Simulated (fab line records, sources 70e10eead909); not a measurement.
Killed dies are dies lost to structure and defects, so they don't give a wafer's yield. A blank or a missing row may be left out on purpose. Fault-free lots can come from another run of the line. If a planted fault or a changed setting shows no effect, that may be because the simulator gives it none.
Matching of chambers :: flow nandHarc :: 3 sister chambers for NHARC_P_M2_PRE_CLEAN_32 on pecvd-03
The step time 12 s. 6 wafers are shown with their chamber, then 11 later ones without.

WAFERS, EACH WITH ITS CHAMBER
wafer: L083.1
chamber: 1
heaterPowerW (W): 514

wafer: L083.2
chamber: 2
heaterPowerW (W): 716

wafer: L086.3
chamber: 0
heaterPowerW (W): 603

wafer: L086.4
chamber: 2
heaterPowerW (W): 825

wafer: L086.6
chamber: 0
heaterPowerW (W): 605

wafer: L088.1
chamber: 1
heaterPowerW (W): 602

WAFERS MISSING THEIR CHAMBER
wafer: L088.3
heaterPowerW (W): 604

wafer: L088.4
heaterPowerW (W): 603

wafer: L089.1
heaterPowerW (W): 538

wafer: L089.3
heaterPowerW (W): 770

wafer: L089.4
heaterPowerW (W): 540

wafer: L092.1
heaterPowerW (W): 743

wafer: L092.2
heaterPowerW (W): 588

wafer: L092.5
heaterPowerW (W): 576

wafer: L097.1
heaterPowerW (W): 783

wafer: L097.3
heaterPowerW (W): 518

wafer: L097.6
heaterPowerW (W): 518

THE CHAMBER EACH PASSED THROUGH
wafer: L088.3
from the rows above: can't be placed: 0 or 1
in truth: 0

wafer: L088.4
from the rows above: can't be placed: 0 or 1
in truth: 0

wafer: L089.1
from the rows above: can't be placed: 1 or 0
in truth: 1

wafer: L089.3
from the rows above: 2
in truth: 2

wafer: L089.4
from the rows above: can't be placed: 1 or 0
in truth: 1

wafer: L092.1
from the rows above: can't be placed: 2 or 0
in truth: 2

wafer: L092.2
from the rows above: can't be placed: 0 or 1
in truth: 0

wafer: L092.5
from the rows above: can't be placed: 1 or 0
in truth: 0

wafer: L097.1
from the rows above: 2
in truth: 2

wafer: L097.3
from the rows above: can't be placed: 1 or 0
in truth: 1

wafer: L097.6
from the rows above: can't be placed: 1 or 0
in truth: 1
2 of 11 placed correctly. Unplaceable from these rows: 9, with the true chamber sitting among the candidates in 9. Placed wrongly: 0.
How it was worked out, from the rows above alone: a wafer's distance from a chamber is the root of the sum, over the readings, of the square of ((its reading less the chamber's mean) divided by the reading's scatter). The wafer belongs to the nearest chamber; if the next one is less than 2 further off, it can't be placed. For every chamber, the mean is computed from those of its wafers that are shown. The scatter: the root of (the sum of the squares of (reading less its chamber's mean) over the shown wafers, divided by (wafers less chambers)).
